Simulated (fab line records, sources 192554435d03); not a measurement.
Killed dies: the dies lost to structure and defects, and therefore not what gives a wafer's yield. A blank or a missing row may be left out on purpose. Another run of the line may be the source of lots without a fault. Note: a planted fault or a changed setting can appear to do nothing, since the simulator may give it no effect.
Chamber matching | flow n5_finfet | N5_SDB_DESCUM_16 on rie_diel-02 has 4 sister chambers
The step chemistry O2, time 7.9 s. 4 wafers are shown with their chamber, then 10 later ones without.

EACH WAFER AND ITS CHAMBER
wafer  | chamber | drypump_motor_current_A (A)
L085.1 | 0       | 5.6
L088.5 | 1       | 4.7
L090.2 | 3       | 5.1
L090.3 | 2       | 5.5

WAFERS MISSING THEIR CHAMBER
wafer  | drypump_motor_current_A (A)
L090.4 | 4.7
L092.2 | 5.1
L092.5 | 4.7
L092.6 | 5.5
L094.1 | 5.1
L094.2 | 4.7
L094.3 | 5.5
L097.1 | 5.7
L097.3 | 4.7
L097.6 | 5.6

WHICH CHAMBER EACH WENT THROUGH
wafer  | from the rows above | in truth
L090.4 | 1                   | 1
L092.2 | 3                   | 3
L092.5 | 1                   | 1
L092.6 | 2                   | 2
L094.1 | 3                   | 3
L094.2 | 1                   | 1
L094.3 | 2                   | 2
L097.1 | 0                   | 0
L097.3 | 1                   | 1
L097.6 | 0                   | 0
Correct placement for 10 of the 10. From these rows, 0 cannot be placed. 0 placed wrongly.
How it was worked out, from the rows above alone: a wafer's distance from a chamber is the root of the sum, over the readings, of the square of ((its reading less the chamber's mean) divided by the reading's scatter). If the next closest chamber is less than 2 further off than the closest, the wafer can't be placed; otherwise it belongs to the closest. A chamber's mean is the mean of its shown wafers. The scatter: with one shown wafer a chamber, the root of the mean of the squares of how far each hidden wafer lies from its nearest shown one.
